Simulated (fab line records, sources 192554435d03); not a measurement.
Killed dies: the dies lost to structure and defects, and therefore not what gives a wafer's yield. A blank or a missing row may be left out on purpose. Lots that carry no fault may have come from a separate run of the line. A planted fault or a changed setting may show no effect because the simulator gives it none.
Chamber matching | flow n5_finfet | N5_BEOL_M15_DEP_53 on pecvd-03: 3 sister chambers
The step deposits SiCN from 3MS/NH3, target thk 50 nm, time 17.8 s. 14 wafers are shown with their chamber, then 7 later ones without.

== EACH WAFER AND ITS CHAMBER ==
wafer  | chamber | throttle_valve_pct (%) | showerhead_plenum_p_Torr (Torr)
L080.2 | 1       | 17.7                   | 4.156
L080.4 | 1       | 17.7                   | 4.149
L080.5 | 0       | 19.4                   | 4.163
L083.1 | 0       | 19.4                   | 4.141
L083.5 | 0       | 19.3                   | 4.149
L083.6 | 1       | 17.8                   | 4.146
L082.1 | 1       | 17.8                   | 4.147
L082.3 | 2       | 17.1                   | 4.179
L082.5 | 2       | 16.9                   | 4.174
L086.1 | 0       | 19.2                   | 4.144
L086.3 | 2       | 16.9                   | 4.178
L086.4 | 1       | 17.7                   | 4.150
L088.1 | 0       | 19.4                   | 4.145
L088.4 | 1       | 17.8                   | 4.145

SIGNATURES, as means of the wafers listed above
reading                  | chamber 0 | chamber 1 | chamber 2 | scatter within a chamber
throttle_valve_pct       | 19.340    | 17.750    | 16.967    | 0.0818
showerhead_plenum_p_Torr | 4.14840   | 4.14883   | 4.17700   | 0.00597
Rule: a wafer's distance from a chamber is the root of the sum, over the readings, of the square of ((its reading less the chamber's mean) divided by the reading's scatter). The wafer belongs to the nearest chamber; if the next one is less than 2 further off, it can't be placed. The scatter: take each reading less its chamber's mean, square it, sum over the shown wafers, divide by the number of wafers less the number of chambers, and take the root.

== WAFERS WHOSE CHAMBER IS MISSING ==
wafer  | throttle_valve_pct (%) | showerhead_plenum_p_Torr (Torr)
L088.5 | 16.8                   | 4.191
L095.2 | 17.3                   | 4.186
L095.4 | 17.9                   | 4.142
L095.6 | 19.3                   | 4.143
L097.1 | 17.2                   | 4.179
L097.2 | 19.2                   | 4.150
L097.3 | 18.0                   | 4.142

== WHICH CHAMBER EACH ONE RAN IN ==
wafer  | from the rows above | in truth
L088.5 | 2                   | 2
L095.2 | 2                   | 2
L095.4 | 1                   | 1
L095.6 | 0                   | 0
L097.1 | 2                   | 2
L097.2 | 0                   | 0
L097.3 | 1                   | 1
7 of 7 placed correctly. Can't be placed from these rows: 0. Placed wrongly: 0.
